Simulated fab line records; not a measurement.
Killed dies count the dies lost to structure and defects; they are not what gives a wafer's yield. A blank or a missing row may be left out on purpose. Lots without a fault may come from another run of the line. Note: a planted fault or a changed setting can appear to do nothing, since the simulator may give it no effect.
Matching of chambers | flow n5 finfet | cmp-04 running N5_GATE_CUT_CMP_02: 4 sister chambers
The step polishes, stops on SiO2, t overpolish 12.7 s, target thk 0 nm. 24 wafers are shown with their chamber, then 12 later ones without.

== WAFERS WITH THEIR CHAMBER ==
wafer  | chamber | motor current A (A) | time to endpoint s (s) | overpolish run s (s)
L074.1 | 0       | 9.3                 | 23.5                   | 12.699
L074.4 | 1       | 10.9                | 24.5                   | 12.710
L074.6 | 0       | 8.7                 | 28.2                   | 12.706
L075.1 | 3       | 8.5                 | 27.6                   | 12.709
L075.4 | 0       | 9.0                 | 25.2                   | 12.694
L075.6 | 2       | 11.3                | 26.3                   | 12.697
L079.3 | 0       | 8.5                 | 22.3                   | 12.682
L079.4 | 1       | 10.9                | 26.2                   | 12.675
L079.5 | 2       | 11.2                | 26.5                   | 12.710
L080.2 | 1       | 10.6                | 24.3                   | 12.717
L080.3 | 0       | 8.9                 | 23.1                   | 12.691
L080.6 | 0       | 8.9                 | 23.4                   | 12.722
L081.2 | 3       | 8.6                 | 25.1                   | 12.680
L081.3 | 2       | 11.3                | 28.2                   | 12.696
L081.4 | 1       | 11.8                | 22.3                   | 12.681
L083.1 | 2       | 11.0                | 25.4                   | 12.676
L083.5 | 2       | 11.3                | 27.4                   | 12.733
L083.6 | 1       | 11.2                | 23.5                   | 12.701
L084.1 | 2       | 11.3                | 25.4                   | 12.695
L084.2 | 1       | 11.3                | 21.9                   | 12.700
L084.4 | 0       | 9.0                 | 23.0                   | 12.694
L088.3 | 1       | 11.1                | 25.7                   | 12.690
L088.4 | 2       | 11.2                | 27.1                   | 12.696
L088.5 | 0       | 9.1                 | 25.3                   | 12.680

SIGNATURES (means of the wafers above)
reading            | chamber 0 | chamber 1 | chamber 2 | chamber 3 | scatter within a chamber
motor current A    | 8.925     | 11.114    | 11.229    | 8.550     | 0.261
time to endpoint s | 24.250    | 24.057    | 26.614    | 26.350    | 1.59
overpolish run s   | 12.69600  | 12.69629  | 12.70043  | 12.69450  | 0.0157
Rule: a wafer's distance from a chamber is the root of the sum, over the readings, of the square of ((its reading less the chamber's mean) divided by the reading's scatter). If the next closest chamber is less than 2 further off than the closest, the wafer can't be placed; otherwise it belongs to the closest. How the scatter is found: for the shown wafers, subtract from each reading the mean of its chamber, square and add these, divide the total by (wafers less chambers), then take the root.

== WAFERS MISSING THEIR CHAMBER ==
wafer  | motor current A (A) | time to endpoint s (s) | overpolish run s (s)
L089.1 | 11.1                | 27.3                   | 12.690
L089.2 | 10.6                | 25.3                   | 12.697
L089.6 | 10.5                | 23.4                   | 12.688
L090.1 | 11.1                | 24.1                   | 12.697
L090.4 | 9.2                 | 23.0                   | 12.695
L090.5 | 8.7                 | 25.5                   | 12.691
L093.3 | 11.7                | 26.5                   | 12.683
L093.4 | 11.8                | 25.0                   | 12.707
L093.6 | 8.0                 | 26.1                   | 12.701
L094.1 | 8.4                 | 25.8                   | 12.716
L094.4 | 9.2                 | 24.1                   | 12.710
L094.5 | 9.2                 | 26.5                   | 12.683

== THE CHAMBER EACH PASSED THROUGH ==
wafer  | from the rows above     | in truth
L089.1 | can't be placed: 2 or 1 | 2
L089.2 | can't be placed: 1 or 2 | 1
L089.6 | can't be placed: 1 or 2 | 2
L090.1 | can't be placed: 1 or 2 | 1
L090.4 | can't be placed: 0 or 3 | 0
L090.5 | can't be placed: 3 or 0 | 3
L093.3 | can't be placed: 2 or 1 | 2
L093.4 | can't be placed: 2 or 1 | 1
L093.6 | can't be placed: 3 or 0 | 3
L094.1 | can't be placed: 3 or 0 | 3
L094.4 | can't be placed: 0 or 3 | 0
L094.5 | can't be placed: 0 or 3 | 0
0 of 12 placed correctly. Unplaceable from these rows: 12, with the true chamber sitting among the candidates in 12. 0 placed wrongly.
